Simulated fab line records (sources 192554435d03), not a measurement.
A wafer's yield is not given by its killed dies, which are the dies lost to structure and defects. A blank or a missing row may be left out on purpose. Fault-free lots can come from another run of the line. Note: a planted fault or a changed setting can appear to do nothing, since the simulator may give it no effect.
Split-lot experiment || flow n5-finfet || route with 1938 steps; 7 lots, 21 wafers read

## THE SPLIT
At N5_MOL_CONTACT_COAG_ALD_133 (deposits SiO2, target thk 5 nm, pulse time 1 s, co reactant pulse time 1 s), the setting ald-cycles was moved away from the recipe's 35 on 5 of the 21 wafers read, by -5.7% to +8.6%. For the rest of the wafers, this setting stayed at what the recipe calls for.

Reading taken at the split's own step.

## THE READING
SiO2_of_MOL_CONTACT_COAG_ALD_133.thk-nm (the simulator's own value, which no gauge read), in nm, at N5_MOL_CONTACT_COAG_ALD_133 (deposits SiO2, target thk 5 nm, pulse time 1 s, co reactant pulse time 1 s). The file does not state a usual value for it.

{"wafer": "L078.1", "tool, chamber at the split": "ald-sin-02, 2,3,3", "ald-cycles as run": 35, "against the recipe": "recipe", "SiO2_of_MOL_CONTACT_COAG_ALD_133.thk-nm, nm": 5, "against lot-mates on the recipe": "-"}
{"wafer": "L078.2", "tool, chamber at the split": "ald-sin-02, 2,3,3", "ald-cycles as run": 35, "against the recipe": "recipe", "SiO2_of_MOL_CONTACT_COAG_ALD_133.thk-nm, nm": 5, "against lot-mates on the recipe": "-"}
{"wafer": "L078.6", "tool, chamber at the split": "ald-sin-02, 2,3,3", "ald-cycles as run": 35, "against the recipe": "recipe", "SiO2_of_MOL_CONTACT_COAG_ALD_133.thk-nm, nm": 5, "against lot-mates on the recipe": "-"}
{"wafer": "L079.4", "tool, chamber at the split": "ald-sin-01, 3", "ald-cycles as run": 37, "against the recipe": "+5.7%", "SiO2_of_MOL_CONTACT_COAG_ALD_133.thk-nm, nm": 5.2, "against lot-mates on the recipe": "+0.2"}
{"wafer": "L079.5", "tool, chamber at the split": "ald-sin-01, 3", "ald-cycles as run": 37, "against the recipe": "+5.7%", "SiO2_of_MOL_CONTACT_COAG_ALD_133.thk-nm, nm": 5.2, "against lot-mates on the recipe": "+0.2"}
{"wafer": "L079.6", "tool, chamber at the split": "ald-sin-01, 2", "ald-cycles as run": 35, "against the recipe": "recipe", "SiO2_of_MOL_CONTACT_COAG_ALD_133.thk-nm, nm": 5, "against lot-mates on the recipe": "-"}
{"wafer": "L082.2", "tool, chamber at the split": "ald-sin-01, 1,0,3", "ald-cycles as run": 35, "against the recipe": "recipe", "SiO2_of_MOL_CONTACT_COAG_ALD_133.thk-nm, nm": 5, "against lot-mates on the recipe": "-"}
{"wafer": "L082.4", "tool, chamber at the split": "ald-sin-01, 1,0,3", "ald-cycles as run": 35, "against the recipe": "recipe", "SiO2_of_MOL_CONTACT_COAG_ALD_133.thk-nm, nm": 5, "against lot-mates on the recipe": "-"}
{"wafer": "L082.6", "tool, chamber at the split": "ald-sin-01, 1,0,3", "ald-cycles as run": 35, "against the recipe": "recipe", "SiO2_of_MOL_CONTACT_COAG_ALD_133.thk-nm, nm": 5, "against lot-mates on the recipe": "-"}
{"wafer": "L088.2", "tool, chamber at the split": "ald-sin-04, 1", "ald-cycles as run": 35, "against the recipe": "recipe", "SiO2_of_MOL_CONTACT_COAG_ALD_133.thk-nm, nm": 5, "against lot-mates on the recipe": "-"}
{"wafer": "L088.5", "tool, chamber at the split": "ald-sin-04, 3,0", "ald-cycles as run": 38, "against the recipe": "+8.6%", "SiO2_of_MOL_CONTACT_COAG_ALD_133.thk-nm, nm": 5.4, "against lot-mates on the recipe": "+0.4"}
{"wafer": "L088.6", "tool, chamber at the split": "ald-sin-04, 3,0", "ald-cycles as run": 38, "against the recipe": "+8.6%", "SiO2_of_MOL_CONTACT_COAG_ALD_133.thk-nm, nm": 5.4, "against lot-mates on the recipe": "+0.4"}
{"wafer": "L090.2", "tool, chamber at the split": "ald-sin-02, 3,2", "ald-cycles as run": 35, "against the recipe": "recipe", "SiO2_of_MOL_CONTACT_COAG_ALD_133.thk-nm, nm": 5, "against lot-mates on the recipe": "-"}
{"wafer": "L090.6", "tool, chamber at the split": "ald-sin-02, 3,2", "ald-cycles as run": 35, "against the recipe": "recipe", "SiO2_of_MOL_CONTACT_COAG_ALD_133.thk-nm, nm": 5, "against lot-mates on the recipe": "-"}
{"wafer": "L090.3", "tool, chamber at the split": "ald-sin-02, 1", "ald-cycles as run": 33, "against the recipe": "-5.7%", "SiO2_of_MOL_CONTACT_COAG_ALD_133.thk-nm, nm": 4.8, "against lot-mates on the recipe": -0.2}
{"wafer": "L092.1", "tool, chamber at the split": "ald-sin-04, 3,0,3", "ald-cycles as run": 35, "against the recipe": "recipe", "SiO2_of_MOL_CONTACT_COAG_ALD_133.thk-nm, nm": 5, "against lot-mates on the recipe": "-"}
{"wafer": "L092.5", "tool, chamber at the split": "ald-sin-04, 3,0,3", "ald-cycles as run": 35, "against the recipe": "recipe", "SiO2_of_MOL_CONTACT_COAG_ALD_133.thk-nm, nm": 5, "against lot-mates on the recipe": "-"}
{"wafer": "L092.6", "tool, chamber at the split": "ald-sin-04, 3,0,3", "ald-cycles as run": 35, "against the recipe": "recipe", "SiO2_of_MOL_CONTACT_COAG_ALD_133.thk-nm, nm": 5, "against lot-mates on the recipe": "-"}
{"wafer": "L094.3", "tool, chamber at the split": "ald-sin-02, 1,3,2", "ald-cycles as run": 35, "against the recipe": "recipe", "SiO2_of_MOL_CONTACT_COAG_ALD_133.thk-nm, nm": 5, "against lot-mates on the recipe": "-"}
{"wafer": "L094.5", "tool, chamber at the split": "ald-sin-02, 1,3,2", "ald-cycles as run": 35, "against the recipe": "recipe", "SiO2_of_MOL_CONTACT_COAG_ALD_133.thk-nm, nm": 5, "against lot-mates on the recipe": "-"}
{"wafer": "L094.6", "tool, chamber at the split": "ald-sin-02, 1,3,2", "ald-cycles as run": 35, "against the recipe": "recipe", "SiO2_of_MOL_CONTACT_COAG_ALD_133.thk-nm, nm": 5, "against lot-mates on the recipe": "-"}
Rows listing several chambers each stand for several wafers; the file does not say which wafer went through which chamber.

FIT RESULTS
A straight line over all 21 wafers: SiO2_of_MOL_CONTACT_COAG_ALD_133.thk-nm changes by +0.0418 nm for each +1% of ald-cycles; r = +0.99; the points scatter about the line by 0.02 nm.
The same after taking each lot's own level away (the mean of its wafers on the recipe; 21 wafers): +0.0418 nm for each +1%; r = +0.99; scatter 0.02 nm.
On that fit, the largest move of ald-cycles shifts the reading by 0.36 nm.
The lots' own levels span 5.00 to 5.00 nm.
Hence the lot-to-lot level has little effect on the slope; both slopes agree.
Check: +0.343 nm against its lot-mates is what the line predicts for one of the wafers moved furthest among these (+8.6%) when that wafer is left out of the fit. Against them it came out at +0.4 nm.

## THE FILE'S OWN FIT
SiO2_of_MOL_CONTACT_COAG_ALD_133.thk-nm changes by +0.0412 nm for each +1% of ald-cycles, r = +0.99.
